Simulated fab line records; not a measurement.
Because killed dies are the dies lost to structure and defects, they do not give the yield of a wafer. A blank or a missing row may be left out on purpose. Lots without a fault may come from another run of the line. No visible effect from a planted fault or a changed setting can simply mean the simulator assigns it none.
A lot that was struck, set against a sound lot    flow nand_harc    14 steps out of a route of 1302
Sound: these wafers, L830.1, L830.2, L830.6. Struck: wafer L842.5. (L842.6 of the same lot was not struck and is left out.) The cause comes at the end.
At each step with rows: each side's tool, then ch and its chambers, then its first start. Under that, the readings that differ: sound wafers    struck wafers    difference of the means    sigmas: that difference in standard deviations of wafers without a fault.
alike: readings whose means differ by less than 2 such deviations, and words and numbers that are the same on both sides. not compared: withheld readings, readings that some wafer has no value for, bounds like >300 that may hide the same value, and numbers for which the record gives no deviation and whose values overlap.
The two part at a step that has a row with sigmas, a row that says differs or no value, or rows on one side only. Non-overlapping numbers with no deviation appear without sigmas and do not part them. Lack of a reading on every wafer of one side parts them only where that side has two or more wafers.

first, 2 steps without rows for these wafers: NHARC_A_SOURCE_PLATE_SRD_01; NHARC_A_SOURCE_PLATE_OXIDE_02 (material SiO2, target thk 10 nm, ox time 1362 s).
NHARC_A_SOURCE_PLATE_THK_MEAS_09: measures by ellipsometry.
  struck on film_metro-02, day 13 02:35; sound on film_metro-01, day 7 18:17
  alike: thk_nm
then, 3 steps without rows for these wafers: NHARC_A_SOURCE_PLATE_PVD_04 (deposits WSi2, target thk 50 nm); NHARC_A_SOURCE_PLATE_CVD_03 (deposits poly-Si, target thk 200 nm, time 4000 s); NHARC_A_SOURCE_PLATE_ANNEAL_05 (time 1800 s).
NHARC_A_SOURCE_PLATE_THK_MEAS_06: measures by ellipsometry.
  struck on film_metro-01, day 13 15:36; sound on film_metro-01, day 8 07:08
reading      sound              struck  difference  sigmas
thk_nm (nm)  200.8 202.9 201.9  197.3   -4.6        -2
NHARC_A_SOURCE_PLATE_INSPECT_08:
  struck on defect_inspect-02, day 13 15:43; sound on defect_inspect-02, day 8 07:12
  alike: raw_defect_count
then, no rows for these wafers at 1 step: NHARC_A_ONON_D1_DEP_00 (target thk 1000 nm).
NHARC_A_ONON_D1_THK_MEAS_02: measures by ellipsometry.
  struck on film_metro-02, day 13 16:19; sound on film_metro-01, day 8 07:47
  alike: thk_nm
NHARC_A_ONON_D1_DEP_03: target thk 1000 nm.
  sound on pecvd_onon-04 ch 0, day 8 07:50; struck on pecvd_onon-04 ch 0, day 13 16:36
  alike: n2_flow_sccm
NHARC_A_ONON_D1_THK_MEAS_05: measures by ellipsometry.
  struck on film_metro-02, day 13 16:53; sound on film_metro-01, day 8 08:21
reading      sound        struck  difference  sigmas
thk_nm (nm)  992 991 992  1577    +585        +59
then, no rows for these wafers at 1 step: NHARC_A_ONON_D1_DEP_06 (target thk 1000 nm).
-- break in the record here, with 17 days between the starts of the struck wafers on either side (left off in module A_ONON_D1, picked up again in module END, where the first step shown is number 1302 on the route) --
NHARC_END_SORT_01:
  sound on prober-02 ch 0, day 25 00:10; struck on prober-02 ch 0, day 30 06:26
reading          sound     struck  difference  sigmas
killed_at_array  52 47 43  672     +625        +23
killed_dies      59 54 48  677     +623        +22
  alike: killed_at_other, killed_at_periphery, killed_open, killed_short

== WHERE THEY PART ==
At NHARC_A_SOURCE_PLATE_THK_MEAS_06 first; at NHARC_END_SORT_01 last (within this record only).

WHY: whatever the simulator had introduced
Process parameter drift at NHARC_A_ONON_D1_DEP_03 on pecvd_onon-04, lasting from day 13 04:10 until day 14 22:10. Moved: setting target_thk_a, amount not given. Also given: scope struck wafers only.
